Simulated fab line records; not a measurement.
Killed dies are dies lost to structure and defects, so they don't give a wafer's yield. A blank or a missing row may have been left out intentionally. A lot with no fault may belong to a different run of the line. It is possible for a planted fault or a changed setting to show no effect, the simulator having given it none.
Matching of chambers / flow n5-finfet / N5_SDB_DESCUM_16 on rie-diel-01: 4 sister chambers
The step chemistry O2, time 7.9 s. 4 wafers are shown with their chamber, then 9 later ones without.

WAFERS, EACH WITH ITS CHAMBER
wafer=L076.6; chamber=0; showerhead-plenum-p-Torr (Torr)=2.10
wafer=L083.2; chamber=3; showerhead-plenum-p-Torr (Torr)=2.05
wafer=L083.3; chamber=2; showerhead-plenum-p-Torr (Torr)=2.00
wafer=L083.4; chamber=1; showerhead-plenum-p-Torr (Torr)=2.20

WAFERS WITHOUT THEIR CHAMBER
wafer=L090.2; showerhead-plenum-p-Torr (Torr)=2.19
wafer=L090.4; showerhead-plenum-p-Torr (Torr)=2.00
wafer=L090.5; showerhead-plenum-p-Torr (Torr)=2.00
wafer=L092.1; showerhead-plenum-p-Torr (Torr)=2.09
wafer=L092.4; showerhead-plenum-p-Torr (Torr)=2.00
wafer=L092.6; showerhead-plenum-p-Torr (Torr)=2.04
wafer=L094.2; showerhead-plenum-p-Torr (Torr)=2.09
wafer=L094.3; showerhead-plenum-p-Torr (Torr)=2.00
wafer=L094.4; showerhead-plenum-p-Torr (Torr)=2.19

THE CHAMBER EACH PASSED THROUGH
wafer=L090.2; from the rows above=1; in truth=1
wafer=L090.4; from the rows above=2; in truth=2
wafer=L090.5; from the rows above=2; in truth=2
wafer=L092.1; from the rows above=0; in truth=0
wafer=L092.4; from the rows above=2; in truth=2
wafer=L092.6; from the rows above=3; in truth=3
wafer=L094.2; from the rows above=0; in truth=0
wafer=L094.3; from the rows above=2; in truth=2
wafer=L094.4; from the rows above=1; in truth=1
Correct placement for 9 of the 9. Can't be placed from these rows: 0. Wrongly placed: 0.
How it was worked out, from the rows above alone: a wafer's distance from a chamber is the root of the sum, over the readings, of the square of ((its reading less the chamber's mean) divided by the reading's scatter). If the next closest chamber is less than 2 further off than the closest, the wafer can't be placed; otherwise it belongs to the closest. A chamber's mean is the mean of its shown wafers. The scatter: with one shown wafer a chamber, the root of the mean of the squares of how far each hidden wafer lies from its nearest shown one.
